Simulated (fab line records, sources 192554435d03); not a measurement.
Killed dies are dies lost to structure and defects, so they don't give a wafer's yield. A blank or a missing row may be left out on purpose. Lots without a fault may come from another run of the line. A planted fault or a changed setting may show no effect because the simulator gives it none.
Which tool did it? | flow n5_finfet | 9 lots, 27 wafers sampled, at 5 steps of a route of 1938

WHAT THE GAUGES READ, wafer by wafer
N5_BEOL_M4_RC_MEAS_101. Usual: DIBL_N 36.3 mV/V, standard deviation 1.2; DIBL_P 36.3 mV/V, standard deviation 1.4; IOFF_N 0.157 nA/um, standard deviation 0.02; IOFF_P 0.22 nA/um, standard deviation 0.033; ION_N 675 uA/um, standard deviation 9.6; ION_P 465 uA/um, standard deviation 8.2; SS_N 71.4 mV/dec, standard deviation 0.45; SS_P 73.3 mV/dec, standard deviation 0.54; VT_N 249.8 mV, standard deviation 2.5; VT_P -249 mV, standard deviation 3.2.
lot  | measured     | on        | DIBL_N (mV/V)  | DIBL_P (mV/V)  | IOFF_N (nA/um)    | IOFF_P (nA/um) | ION_N (uA/um) | ION_P (uA/um) | SS_N (mV/dec)  | SS_P (mV/dec)  | VT_N (mV)         | VT_P (mV)      | flag
L571 | day 8 02:21  | prober-01 | 37.2 36.6 35.3 | 38.5 37.3 36.4 | 0.169 0.150 0.137 | 0.23 0.21 0.20 | 681 676 661   | 466 467 457   | 71.4 71.6 71.5 | 72.8 72.7 73.0 | 246.2 249.8 251.9 | -249 -251 -252 |
L572 | day 9 11:22  | prober-02 | 36.7 37.9 36.8 | 37.4 38.7 37.3 | 0.161 0.190 0.162 | 0.24 0.26 0.23 | 684 687 678   | 475 467 468   | 72.0 71.9 71.4 | 73.4 74.0 74.3 | 247.5 248.9 249.6 | -247 -249 -249 |
L573 | day 8 19:53  | prober-01 | 34.6 35.1 35.3 | 34.8 34.9 35.1 | 0.128 0.132 0.137 | 0.16 0.17 0.17 | 665 662 668   | 455 453 455   | 71.2 71.7 71.2 | 72.0 72.3 71.9 | 251.3 251.7 253.9 | -256 -253 -254 |
L579 | day 11 08:04 | prober-01 | 37.8 37.8 37.6 | 36.3 36.7 35.7 | 0.164 0.176 0.170 | 0.23 0.25 0.23 | 671 688 684   | 462 474 472   | 72.0 71.1 71.6 | 73.7 73.4 73.5 | 251.0 247.2 248.2 | -246 -245 -247 |
L580 | day 10 16:16 | prober-01 | 34.2 34.5 35.3 | 35.7 36.1 37.5 | 0.151 0.159 0.177 | 0.23 0.23 0.26 | 686 670 692   | 468 470 475   | 71.2 71.8 71.6 | 72.6 72.4 72.8 | 248.1 245.6 247.1 | -247 -248 -246 |
L584 | day 11 12:14 | prober-01 | 34.5 34.2 33.8 | 34.8 34.3 34.0 | 0.155 0.146 0.141 | 0.19 0.18 0.17 | 679 681 670   | 468 459 459   | 71.6 70.7 71.5 | 73.8 72.8 72.9 | 249.4 247.7 248.8 | -252 -255 -256 |
L586 | day 12 20:43 | prober-02 | 36.3 37.1 37.9 | 36.0 36.6 38.3 | 0.133 0.149 0.163 | 0.20 0.21 0.24 | 666 677 686   | 461 464 477   | 71.5 71.6 71.9 | 72.2 72.6 74.0 | 254.8 251.3 249.4 | -251 -247 -248 |
L588 | day 13 11:38 | prober-02 | 35.0 35.3 34.5 | 35.0 35.0 33.3 | 0.143 0.149 0.137 | 0.25 0.23 0.21 | 674 677 687   | 464 472 473   | 72.2 71.7 71.4 | 73.6 73.6 73.2 | 251.8 252.1 250.9 | -248 -247 -248 |
L592 | day 14 03:20 | prober-02 | 37.2 37.1 35.9 | 37.3 36.7 34.6 | 0.186 0.174 0.154 | 0.26 0.25 0.22 | 691 683 689   | 481 473 474   | 71.4 71.6 70.7 | 74.0 74.1 73.9 | 247.1 249.6 253.2 | -246 -247 -250 |

WHICH TOOL RAN EACH LOT (tool, then ch and the chambers of the sampled wafers, then the start)
lot  | N5_FIN_CUT_STRIP_22               | N5_STI_FIN_REVEAL_ALD_00         | N5_STI_FIN_REVEAL_ALD_14         | N5_STI_FIN_REVEAL_STRIP_24
L571 | rie_diel-04 ch 1,3, day 2 08:49   | ald_sin-04 ch 0,2,3, day 2 09:00 | ald_sin-04 ch 0,2,3, day 2 09:03 | rie_diel-06 ch 0,1, day 2 14:54
L572 | rie_diel-04 ch 0,1,2, day 2 10:37 | ald_sin-04 ch 1,2,3, day 2 10:49 | ald_sin-04 ch 1,2,3, day 2 10:52 | rie_diel-06 ch 0,1,3, day 2 16:38
L573 | rie_diel-05 ch 1,2,3, day 2 18:37 | ald_sin-04 ch 1,3, day 2 18:49   | ald_sin-04 ch 1,3, day 2 18:52   | rie_diel-06 ch 0,1,2, day 3 01:28
L579 | rie_diel-04 ch 0,1,3, day 4 04:30 | ald_sin-02 ch 0,1, day 4 04:44   | ald_sin-02 ch 0,1, day 4 04:47   | rie_diel-06 ch 0,1,3, day 4 10:23
L580 | rie_diel-04 ch 0,1,2, day 4 11:42 | ald_sin-04 ch 0,1,2, day 4 11:55 | ald_sin-04 ch 0,1,2, day 4 11:58 | rie_diel-01 ch 1,2, day 4 17:36
L584 | rie_diel-02 ch 1,2, day 5 09:47   | ald_sin-01 ch 1,2,3, day 5 09:59 | ald_sin-01 ch 1,2,3, day 5 10:02 | rie_diel-06 ch 0,3, day 5 15:39
L586 | rie_diel-02 ch 0,1,3, day 5 23:03 | ald_sin-04 ch 0,1,3, day 5 23:16 | ald_sin-04 ch 0,1,3, day 5 23:19 | rie_diel-06 ch 1,2,3, day 6 05:11
L588 | rie_diel-02 ch 1,3, day 6 10:52   | ald_sin-02 ch 0,1,3, day 6 11:04 | ald_sin-02 ch 0,1,3, day 6 11:07 | rie_diel-06 ch 1,2, day 6 16:46
L592 | rie_diel-05 ch 2,3, day 7 10:30   | ald_sin-02 ch 0,1, day 7 10:41   | ald_sin-02 ch 0,1, day 7 10:44   | rie_diel-01 ch 0,1, day 7 16:21
- N5_FIN_CUT_STRIP_22: strips in N2/H2.
- N5_STI_FIN_REVEAL_ALD_00: deposits SiO2, target thk 1 nm, pulse time 1 s.
- N5_STI_FIN_REVEAL_ALD_14: deposits Si3N4, target thk 3 nm.
- N5_STI_FIN_REVEAL_STRIP_24: strips in N2/H2, time 90 s.

WHAT THE TOOLS THEMSELVES READ (means of the sampled wafers that have a number; where no wafer has one, the mark that the record gives instead)
N5_FIN_CUT_STRIP_22. Usual: drypump_motor_current_A 5.8 A, standard deviation 0.5; oes_product_au 0.74 a.u., standard deviation 0.033; power_w 500.0 W, standard deviation 1.4; rf_vpp_V 53.8 V, standard deviation 2.6; showerhead_plenum_p_Torr 3.33 Torr, standard deviation 0.078; throttle_valve_pct 19.01 %, standard deviation 0.3.
lot  | tool        | drypump_motor_current_A (A) | oes_product_au (a.u.) | power_w (W) | rf_vpp_V (V) | showerhead_plenum_p_Torr (Torr) | throttle_valve_pct (%) | flag
L571 | rie_diel-04 | 6.3                         | 0.79                  | 500.2       | 53.0         | 3.23                            | 19.15                  |
L572 | rie_diel-04 | 6.1                         | 0.78                  | 499.4       | 52.2         | 3.37                            | 18.86                  |
L573 | rie_diel-05 | 6.0                         | 0.74                  | 500.4       | 51.7         | 3.34                            | 19.10                  |
L579 | rie_diel-04 | 6.1                         | 0.75                  | 535.5       | 52.4         | 3.26                            | 18.98                  | OFF
L580 | rie_diel-04 | 6.1                         | 0.77                  | 534.6       | 54.8         | 3.36                            | 18.90                  | OFF
L584 | rie_diel-02 | 5.8                         | 0.72                  | 500.3       | 54.8         | 3.26                            | 18.75                  |
L586 | rie_diel-02 | 5.5                         | 0.73                  | 501.5       | 54.0         | 3.29                            | 19.18                  |
L588 | rie_diel-02 | 5.5                         | 0.71                  | 500.1       | 54.4         | 3.24                            | 18.95                  |
L592 | rie_diel-05 | 5.5                         | 0.71                  | 500.4       | 54.2         | 3.32                            | 19.22                  |

N5_STI_FIN_REVEAL_ALD_00. Usual: chamber_pressure_Torr 2.000 Torr, standard deviation 0.004; heater_power_w 466 W, standard deviation 52; precursor_pulse_height_rel 0.999, standard deviation 0.02.
lot  | tool       | chamber_pressure_Torr (Torr) | heater_power_w (W) | precursor_pulse_height_rel | flag
L571 | ald_sin-04 | 2.004                        | 464                | 0.976                      |
L572 | ald_sin-04 | 1.999                        | 452                | 1.001                      |
L573 | ald_sin-04 | 1.998                        | 445                | 1.018                      |
L579 | ald_sin-02 | 2.002                        | 528                | 1.003                      |
L580 | ald_sin-04 | 2.000                        | 470                | 1.000                      |
L584 | ald_sin-01 | 1.996                        | 460                | 1.015                      |
L586 | ald_sin-04 | 2.000                        | 480                | 0.982                      |
L588 | ald_sin-02 | 2.002                        | 453                | 0.999                      |
L592 | ald_sin-02 | 2.003                        | 474                | 1.009                      |

N5_STI_FIN_REVEAL_ALD_14. Usual: chamber_pressure_Torr 1.999 Torr, standard deviation 0.0046; heater_power_w 833 W, standard deviation 92.
lot  | tool       | chamber_pressure_Torr (Torr) | heater_power_w (W) | flag
L571 | ald_sin-04 | 2.002                        | 810                |
L572 | ald_sin-04 | 1.999                        | 817                |
L573 | ald_sin-04 | 1.998                        | 813                |
L579 | ald_sin-02 | 1.997                        | 948                |
L580 | ald_sin-04 | 2.000                        | 855                |
L584 | ald_sin-01 | 1.998                        | 827                |
L586 | ald_sin-04 | 1.999                        | 861                |
L588 | ald_sin-02 | 1.998                        | 818                |
L592 | ald_sin-02 | 1.996                        | 843                |

N5_STI_FIN_REVEAL_STRIP_24. Usual: drypump_motor_current_A 5.8 A, standard deviation 0.41; oes_product_au 0.81 a.u., standard deviation 0.074; rf_vpp_V 45.4 V, standard deviation 0.8; showerhead_plenum_p_Torr 3.40 Torr, standard deviation 0.1; throttle_valve_pct 12.21 %, standard deviation 0.25.
lot  | tool        | drypump_motor_current_A (A) | oes_product_au (a.u.) | rf_vpp_V (V) | showerhead_plenum_p_Torr (Torr) | throttle_valve_pct (%) | flag
L571 | rie_diel-06 | 5.8                         | 0.87                  | 45.1         | 3.34                            | 12.22                  |
L572 | rie_diel-06 | 5.7                         | 0.87                  | 45.6         | 3.39                            | 12.08                  |
L573 | rie_diel-06 | 6.1                         | 0.83                  | 45.5         | 3.36                            | 12.27                  |
L579 | rie_diel-06 | 5.7                         | 0.84                  | 45.4         | 3.38                            | 12.14                  |
L580 | rie_diel-01 | 5.6                         | 0.83                  | 45.2         | 3.45                            | 11.99                  |
L584 | rie_diel-06 | 5.5                         | 0.84                  | 45.5         | 3.41                            | 12.04                  |
L586 | rie_diel-06 | 6.0                         | 0.82                  | 45.1         | 3.35                            | 12.27                  |
L588 | rie_diel-06 | 6.2                         | 0.82                  | 44.4         | 3.31                            | 12.40                  |
L592 | rie_diel-01 | 5.5                         | 0.86                  | 45.8         | 3.37                            | 12.02                  |

THE ANSWER, worked out from the rows above alone
Rule: a lot is off if the mean of its wafers that have a number lies more than 3 standard deviations from the usual mean. A lot without any number at a reading at which 4 lots or more have one is off too. The other lots that the step has rows for count as sound. The gauges are gone through in route order, then the tools' own readings, and for those a lot's mean is taken as printed above. The first step at which some lot is off is used, and at that step the reading that is off furthest; a lot without a number counts as furthest.
Off: L579, L580, at N5_FIN_CUT_STRIP_22 (power_w).
A tool fits if, at that step or a process step before it, it ran every lot that is off, and no sound lot after the first of them. One fits: rie_diel-04 at N5_FIN_CUT_STRIP_22. Its last sound lot is L572 (day 2 10:37), its first lot that is off L579 (day 4 04:30): a fault that began between those two fits.
The tool's own readings at N5_FIN_CUT_STRIP_22 bear it out: on the lots that are off they differ by more than 5 times the standard deviation of the sound lots' means. power_w reads 535.0 W there against 500.3 W on the sound lots.

WHAT THE SIMULATOR HAD PUT IN
Process parameter drift: rie_diel-04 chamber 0, from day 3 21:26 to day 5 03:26, at N5_FIN_CUT_STRIP_22. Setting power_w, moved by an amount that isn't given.
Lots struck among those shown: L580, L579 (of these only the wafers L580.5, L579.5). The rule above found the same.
